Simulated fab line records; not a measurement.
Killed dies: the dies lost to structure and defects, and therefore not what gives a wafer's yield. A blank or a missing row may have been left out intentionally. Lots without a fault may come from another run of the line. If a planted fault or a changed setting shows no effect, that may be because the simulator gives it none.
Chamber matching | flow nand_harc | NHARC_P_GATE_ALD_36 on ald_sin-04 has 4 sister chambers
The step deposits SiNx, target thk 20 nm, pulse time 60 s, ald cycles 223. 8 wafers are shown with their chamber, then 8 later ones without.

## WAFERS WITH THEIR CHAMBER
wafer  | chamber | heater_power_w (W) | precursor_pulse_height_rel
L077.6 | 0       | 878                | 0.966
L080.1 | 0       | 846                | 0.992
L080.2 | 1       | 884                | 1.039
L083.4 | 3       | 818                | 1.009
L087.4 | 2       | 930                | 0.984
L087.1 | 3       | 827                | 0.990
L087.6 | 1       | 909                | 0.981
L089.2 | 2       | 953                | 0.984

## WAFERS MISSING THEIR CHAMBER
wafer  | heater_power_w (W) | precursor_pulse_height_rel
L089.5 | 872                | 0.991
L089.6 | 941                | 1.016
L092.4 | 913                | 1.023
L092.1 | 847                | 1.007
L092.5 | 911                | 0.976
L095.1 | 910                | 0.983
L095.4 | 856                | 1.021
L095.2 | 873                | 1.008

## WHICH CHAMBER EACH WENT THROUGH
wafer  | from the rows above          | in truth
L089.5 | can't be placed: 0 or 1      | 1
L089.6 | can't be placed: 2 or 1      | 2
L092.4 | can't be placed: 1 or 2      | 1
L092.1 | can't be placed: 0 or 3 or 1 | 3
L092.5 | can't be placed: 1 or 2 or 0 | 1
L095.1 | can't be placed: 1 or 2 or 0 | 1
L095.4 | can't be placed: 0 or 3 or 1 | 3
L095.2 | can't be placed: 0 or 1 or 3 | 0
Correct placement for 0 of the 8. Unplaceable from these rows: 8, with the true chamber sitting among the candidates in 8. Placed wrongly: 0.
How it was worked out, from the rows above alone: a wafer's distance from a chamber is the root of the sum, over the readings, of the square of ((its reading less the chamber's mean) divided by the reading's scatter). If the next closest chamber is less than 2 further off than the closest, the wafer can't be placed; otherwise it belongs to the closest. The mean given for a chamber averages the wafers shown for that chamber. The scatter: take each reading less its chamber's mean, square it, sum over the shown wafers, divide by the number of wafers less the number of chambers, and take the root.
